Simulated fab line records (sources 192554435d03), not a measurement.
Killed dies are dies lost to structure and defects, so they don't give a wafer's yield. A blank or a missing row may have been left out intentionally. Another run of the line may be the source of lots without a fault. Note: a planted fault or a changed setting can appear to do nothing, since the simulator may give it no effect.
Split-lot experiment + flow n5 finfet + route with 1938 steps; 7 lots, 21 wafers read

THE SPLIT
At N5_MOL_CONTACT_COAG_ETCH_105 (etches SiARC in CF4, target depth 15.6 nm, time 26 s), the setting bias w was moved away from the recipe's 36 W on 8 of the 21 wafers read, by -12.8% to +10.6%. All remaining wafers had this setting at the recipe value.

The reading is taken at the split's own step.

THE READING
rf vpp V, in V, at N5_MOL_CONTACT_COAG_ETCH_105 (etches SiARC in CF4, target depth 15.6 nm, time 26 s). Fault-free wafers of this fab line usually give 184.3 V, standard deviation 1.2 V.

| wafer  | tool, chamber at the split | bias w as run, W | against the recipe | rf vpp V, V | against lot-mates on the recipe |
|--------|----------------------------|------------------|--------------------|-------------|---------------------------------|
| L074.2 | rie diel-06, 1             | 39.26            | +9.1%              | 194.6       | +10.0                           |
| L074.3 | rie diel-06, 2             | 36               | recipe             | 184.6       | -                               |
| L074.5 | rie diel-06, 1             | 39.26            | +9.1%              | 194.1       | +9.5                            |
| L082.2 | rie diel-05, 2             | 36               | recipe             | 184.7       | -                               |
| L082.4 | rie diel-05, 3             | 39.29            | +9.1%              | 192.9       | +8.8                            |
| L082.6 | rie diel-05, 0             | 36               | recipe             | 183.6       | -                               |
| L083.2 | rie diel-06, 3             | 39.83            | +10.6%             | 197.8       | +14.2                           |
| L083.4 | rie diel-06, 0             | 36               | recipe             | 184.0       | -                               |
| L083.6 | rie diel-06, 2             | 36               | recipe             | 183.1       | -                               |
| L087.2 | rie diel-05, 2             | 36               | recipe             | 186.5       | -                               |
| L087.5 | rie diel-05, 0             | 31.39            | -12.8%             | 168.4       | -18.1                           |
| L087.6 | rie diel-05, 3             | 31.39            | -12.8%             | 167.6       | -18.9                           |
| L089.3 | rie diel-05, 0             | 36               | recipe             | 183.9       | -                               |
| L089.4 | rie diel-05, 3             | 36               | recipe             | 184.3       | -                               |
| L089.5 | rie diel-05, 1             | 36               | recipe             | 186.4       | -                               |
| L091.2 | rie diel-01, 1             | 36               | recipe             | 181.9       | -                               |
| L091.3 | rie diel-01, 0             | 36               | recipe             | 186.4       | -                               |
| L091.4 | rie diel-01, 3             | 36               | recipe             | 183.6       | -                               |
| L095.1 | rie diel-01, 3             | 31.41            | -12.7%             | 168.9       | -15.6                           |
| L095.5 | rie diel-01, 0             | 31.41            | -12.7%             | 169.3       | -15.2                           |
| L095.6 | rie diel-01, 3             | 36               | recipe             | 184.5       | -                               |

THE FIT
A straight line over all 21 wafers: rf vpp V changes by +1.19 V for each +1% of bias w; r = +0.99; the points scatter about the line by 1.3 V.
The same after taking each lot's own level away (the mean of its wafers on the recipe; 21 wafers): +1.25 V for each +1%; r = +0.99; scatter 1.4 V.
According to that fit, moving bias w by its largest amount changes the reading by 16 V.
Measured against the standard deviation above, the lots' own levels, which go from 183.55 to 186.50 V, span 2.5 times it.
Consequently the slope shifts little with the lot-to-lot level, the two slopes agreeing.
Check: -16 V against its lot-mates is what the line predicts for one of the wafers moved furthest among these (-12.8%) when that wafer is left out of the fit. It came out at -18.1 V against them.
Tool readings at the split's step, against how far the setting was moved: rf vpp V r = +0.99.

THESE WAFERS: OTHER SPLITS
Note: prior to the reading, these wafers also went through further splits. Each is held against what the fit with the lots' levels taken away leaves over:
| other split on the same wafers | wafers away from the commonest value | r with rf vpp V (lot level and that fit taken away) |
|--------------------------------|--------------------------------------|-----------------------------------------------------|
| N5_SDB_CUT_ETCH_26 bias w      | as run: not given for these wafers   | -                                                   |
| N5_SDB_ALD_29 ald cycles       | 7                                    | +0.25                                               |

FILE'S OWN FIT
rf vpp V changes by +1.24 V for each +1% of bias w, r = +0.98.
